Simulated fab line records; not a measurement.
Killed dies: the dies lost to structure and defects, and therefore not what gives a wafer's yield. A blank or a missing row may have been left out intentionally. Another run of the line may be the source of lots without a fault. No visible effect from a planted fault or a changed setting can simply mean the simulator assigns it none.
Split-lot experiment + flow n5Finfet + 7 lots, 21 wafers read, on a route of 1938 steps

## ON THE SPLIT
At N5_BEOL_M3_ETCH_64 (etches SOC in N2/H2, target depth 75 nm, overetch 15 nm, time 112.5 s), the setting timeS was moved away from the recipe's 112.5 s on 11 of the 21 wafers read, by -19.3% to +19.9%. The other wafers ran this setting at the recipe's value.

The reading comes from the split's own step.

## THE READING
SiARC_of_BEOL_M3_COAT_62.thkNm (the simulator's own value, which no gauge read), in nm, at N5_BEOL_M3_ETCH_64 (etches SOC in N2/H2, target depth 75 nm, overetch 15 nm, time 112.5 s). No usual value for it is given in the file. The 10 wafers here that ran the recipe average 6.9 nm, standard deviation 0.16 nm.

| wafer  | tool, chamber at the split | timeS as run, s | against the recipe | SiARC_of_BEOL_M3_COAT_62.thkNm, nm | against lot-mates on the recipe |
|--------|----------------------------|-----------------|--------------------|------------------------------------|---------------------------------|
| L074.1 | rieDiel-05, 1              | 90.76           | -19.3%             | 7.8                                | no lot-mate on the recipe       |
| L074.2 | rieDiel-05, 2              | 90.76           | -19.3%             | 8                                  | no lot-mate on the recipe       |
| L074.3 | rieDiel-05, 0              | 90.76           | -19.3%             | 7.8                                | no lot-mate on the recipe       |
| L079.3 | rieDiel-04, 2              | 92.55           | -17.7%             | 7.6                                | +0.4                            |
| L079.5 | rieDiel-04, 0              | 92.55           | -17.7%             | 7.6                                | +0.4                            |
| L079.6 | rieDiel-04, 1              | 112.5           | recipe             | 7.2                                | -                               |
| L084.1 | rieDiel-05, 3              | 112.5           | recipe             | 6.8                                | -                               |
| L084.2 | rieDiel-05, 2              | 133.7           | +18.8%             | 6.2                                | -0.6                            |
| L084.5 | rieDiel-05, 1              | 112.5           | recipe             | 6.8                                | -                               |
| L087.3 | rieDiel-02, 0              | 134.9           | +19.9%             | 5.8                                | -1.0                            |
| L087.5 | rieDiel-02, 1              | 112.5           | recipe             | 6.6                                | -                               |
| L087.6 | rieDiel-02, 0              | 112.5           | recipe             | 7                                  | -                               |
| L088.1 | rieDiel-04, 3              | 112.5           | recipe             | 6.8                                | -                               |
| L088.2 | rieDiel-04, 2              | 95.57           | -15.0%             | 7.4                                | +0.6                            |
| L088.3 | rieDiel-04, 0              | 95.57           | -15.0%             | 7.4                                | +0.6                            |
| L092.4 | rieDiel-05, 2              | 103.8           | -7.7%              | 7.4                                | +0.6                            |
| L092.6 | rieDiel-05, 2              | 103.8           | -7.7%              | 7.4                                | +0.6                            |
| L092.5 | rieDiel-05, 3              | 112.5           | recipe             | 6.8                                | -                               |
| L095.2 | rieDiel-05, 2              | 112.5           | recipe             | 7                                  | -                               |
| L095.3 | rieDiel-05, 1              | 112.5           | recipe             | 6.8                                | -                               |
| L095.6 | rieDiel-05, 1              | 112.5           | recipe             | 6.8                                | -                               |

FIT RESULTS
A straight line over all 21 wafers: SiARC_of_BEOL_M3_COAT_62.thkNm changes by -0.0459 nm for each +1% of timeS; r = -0.96; the points scatter about the line by 0.16 nm.
The same after taking each lot's own level away (the mean of its wafers on the recipe; 18 wafers): -0.0372 nm for each +1%; r = -0.91; scatter 0.18 nm.
That fit puts the effect of the largest move of timeS on the reading at 0.74 nm.
From 6.80 to 7.20 nm: that is the span of the lots' own levels, equal to 2.6 times the standard deviation above.
Thus the slope moves with the lot-to-lot level: the two fits are different.
Check: for one of the wafers moved furthest among these (+19.9%), held out of the fit, the line's prediction against its lot-mates is -0.615 nm. Against them it came out at -1 nm.

## OTHER SPLITS APPLIED TO THESE WAFERS
Before the reading, these wafers also passed through other splits. Each is held against what the fit with the lots' levels taken away leaves over:
| other split on the same wafers                | wafers away from the commonest value | r with SiARC_of_BEOL_M3_COAT_62.thkNm (lot level and that fit taken away) |
|-----------------------------------------------|--------------------------------------|---------------------------------------------------------------------------|
| N5_MOL_CONTACT_COAG_ETCHBACK_136 targetDepthA | 6                                    | +0.10                                                                     |
| N5_MOL_CONTACT_COAG_CVD_140 targetThkA        | 5                                    | -0.30                                                                     |
| N5_BEOL_M1_COAT_68 spinRpm                    | 8                                    | +0.25                                                                     |
| N5_BEOL_M2_ETCH_69 biasW                      | 6                                    | +0.32                                                                     |
| N5_BEOL_M3_EXPOSE_08 doseMj                   | 6                                    | -0.14                                                                     |

## THE FILE'S OWN FIT
SiARC_of_BEOL_M3_COAT_62.thkNm changes by -0.0384 nm for each +1% of timeS, r = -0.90.
